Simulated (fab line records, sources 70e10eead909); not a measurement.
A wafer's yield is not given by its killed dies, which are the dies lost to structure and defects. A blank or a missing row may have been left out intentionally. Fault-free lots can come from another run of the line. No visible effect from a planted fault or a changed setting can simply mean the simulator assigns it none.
Chamber matching + flow nandHarc + rieDiel-02 running NHARC_A_STAIRCASE_TRIM_12: 4 sister chambers
The step chemistry O2, time 211.2 s. 24 wafers are shown with their chamber, then 12 later ones without.

## WAFERS WITH THEIR CHAMBER
| wafer  | chamber | showerheadPlenumPTorr (Torr) | drypumpMotorCurrentA (A) | oesProductAu (a.u.) |
|--------|---------|------------------------------|--------------------------|---------------------|
| L077.2 | 2       | 3.34                         | 6.1                      | 1.021               |
| L077.3 | 1       | 3.54                         | 6.3                      | 1.010               |
| L077.4 | 2       | 3.34                         | 6.1                      | 1.019               |
| L080.1 | 3       | 3.77                         | 5.5                      | 0.990               |
| L080.2 | 2       | 3.34                         | 6.1                      | 1.002               |
| L080.4 | 0       | 3.43                         | 6.1                      | 1.002               |
| L080.3 | 1       | 3.54                         | 6.3                      | 1.015               |
| L080.5 | 1       | 3.54                         | 6.3                      | 1.017               |
| L080.6 | 0       | 3.43                         | 6.1                      | 1.016               |
| L081.2 | 0       | 3.43                         | 6.1                      | 1.018               |
| L081.3 | 3       | 3.77                         | 5.5                      | 0.992               |
| L081.6 | 3       | 3.77                         | 5.5                      | 0.994               |
| L083.3 | 1       | 3.53                         | 6.2                      | 1.013               |
| L083.4 | 2       | 3.33                         | 6.1                      | 1.001               |
| L083.6 | 2       | 3.33                         | 6.1                      | 0.999               |
| L084.2 | 2       | 3.33                         | 6.1                      | 1.003               |
| L084.3 | 3       | 3.77                         | 5.5                      | 0.996               |
| L084.5 | 3       | 3.77                         | 5.6                      | 1.010               |
| L086.1 | 2       | 3.33                         | 6.1                      | 1.010               |
| L086.2 | 1       | 3.53                         | 6.2                      | 1.020               |
| L086.6 | 2       | 3.33                         | 6.1                      | 1.009               |
| L091.1 | 0       | 3.42                         | 6.1                      | 1.010               |
| L091.5 | 2       | 3.32                         | 6.2                      | 1.007               |
| L091.6 | 1       | 3.52                         | 6.2                      | 1.010               |

SIGNATURES (means of the wafers above)
| reading               | chamber 0 | chamber 1 | chamber 2 | chamber 3 | scatter within a chamber |
|-----------------------|-----------|-----------|-----------|-----------|--------------------------|
| showerheadPlenumPTorr | 3.4275    | 3.5333    | 3.3322    | 3.7700    | 0.00618                  |
| drypumpMotorCurrentA  | 6.100     | 6.250     | 6.111     | 5.520     | 0.0399                   |
| oesProductAu          | 1.01150   | 1.01417   | 1.00789   | 0.99640   | 0.00697                  |
Rule: a wafer lies at a distance from a chamber equal to the root of the sum of squares, over the readings, of (its reading less the chamber's mean, divided by the reading's scatter). The wafer belongs to the nearest chamber; if the next one is less than 2 further off, it can't be placed. The scatter is the square root of a quotient: the sum, over the shown wafers, of each reading's squared deviation from its chamber's mean, divided by wafers minus chambers.

## WAFERS WITHOUT THEIR CHAMBER
| wafer  | showerheadPlenumPTorr (Torr) | drypumpMotorCurrentA (A) | oesProductAu (a.u.) |
|--------|------------------------------|--------------------------|---------------------|
| L092.2 | 3.75                         | 5.5                      | 0.984               |
| L092.5 | 3.75                         | 5.5                      | 0.983               |
| L092.6 | 3.32                         | 6.1                      | 1.008               |
| L095.1 | 3.41                         | 6.1                      | 1.014               |
| L095.2 | 3.31                         | 6.1                      | 1.001               |
| L095.4 | 3.51                         | 6.3                      | 1.024               |
| L095.3 | 3.75                         | 5.5                      | 0.974               |
| L095.5 | 3.75                         | 5.6                      | 0.966               |
| L095.6 | 3.31                         | 6.1                      | 0.996               |
| L094.2 | 3.75                         | 5.6                      | 0.982               |
| L094.5 | 3.75                         | 5.5                      | 0.980               |
| L094.6 | 3.41                         | 6.1                      | 1.007               |

## CHAMBER TAKEN BY EACH
| wafer  | from the rows above | in truth |
|--------|---------------------|----------|
| L092.2 | 3                   | 3        |
| L092.5 | 3                   | 3        |
| L092.6 | 2                   | 2        |
| L095.1 | 0                   | 0        |
| L095.2 | 2                   | 2        |
| L095.4 | 1                   | 1        |
| L095.3 | 3                   | 3        |
| L095.5 | 3                   | 3        |
| L095.6 | 2                   | 2        |
| L094.2 | 3                   | 3        |
| L094.5 | 3                   | 3        |
| L094.6 | 0                   | 0        |
Correctly placed: 12 of 12. Can't be placed from these rows: 0. 0 placed wrongly.
